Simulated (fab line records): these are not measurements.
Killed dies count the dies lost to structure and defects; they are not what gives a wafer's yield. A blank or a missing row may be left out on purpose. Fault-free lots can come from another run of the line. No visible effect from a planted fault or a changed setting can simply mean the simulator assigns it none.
Chamber matching -- flow n5_finfet -- N5_BEOL_M10_DESCUM_16 on rie_diel-02: 4 sister chambers
The step chemistry O2, time 7.9 s. 16 wafers are shown with their chamber, then 8 later ones without.

== EACH WAFER AND ITS CHAMBER ==
wafer,chamber,showerhead_plenum_p_Torr (Torr),throttle_valve_pct (%),oes_product_au (a.u.)
L076.1,0,2.00,20.30,0.76
L076.4,1,2.10,20.55,0.74
L076.6,3,2.18,21.02,0.73
L075.2,2,1.98,20.97,0.70
L075.4,3,2.18,21.02,0.72
L075.6,3,2.18,21.00,0.72
L078.2,0,2.00,20.32,0.75
L078.4,1,2.10,20.58,0.73
L078.6,1,2.10,20.56,0.74
L081.1,3,2.17,21.03,0.71
L081.2,1,2.10,20.60,0.73
L081.6,3,2.17,21.02,0.71
L083.2,0,1.99,20.35,0.75
L083.4,1,2.10,20.56,0.74
L083.6,2,1.98,20.98,0.69
L085.2,0,1.99,20.33,0.73

SIGNATURES, as means of the wafers listed above
reading,chamber 0,chamber 1,chamber 2,chamber 3,scatter within a chamber
showerhead_plenum_p_Torr,1.9950,2.1000,1.9800,2.1760,0.00428
throttle_valve_pct,20.3250,20.5700,20.9750,21.0180,0.0169
oes_product_au,0.7475,0.7360,0.6950,0.7180,0.00878
Rule: distance of a wafer from a chamber = root of the sum over the readings of ((wafer's reading minus chamber's mean) / reading's scatter) squared. The wafer belongs to the nearest chamber; if the next one is less than 2 further off, it can't be placed. The scatter: take each reading less its chamber's mean, square it, sum over the shown wafers, divide by the number of wafers less the number of chambers, and take the root.

== WAFERS WHOSE CHAMBER IS MISSING ==
wafer,showerhead_plenum_p_Torr (Torr),throttle_valve_pct (%),oes_product_au (a.u.)
L085.5,1.98,20.98,0.69
L085.6,2.17,21.03,0.71
L092.3,1.99,20.36,0.73
L092.5,2.09,20.63,0.72
L092.6,2.17,21.05,0.70
L095.2,2.16,21.07,0.68
L095.5,1.98,20.37,0.72
L095.6,2.08,20.62,0.71

== CHAMBER TAKEN BY EACH ==
wafer,from the rows above,in truth
L085.5,2,2
L085.6,3,3
L092.3,0,0
L092.5,1,1
L092.6,3,3
L095.2,3,3
L095.5,0,0
L095.6,1,1
Placed correctly: 8 of 8. Number that these rows cannot place: 0. Number placed wrongly: 0.
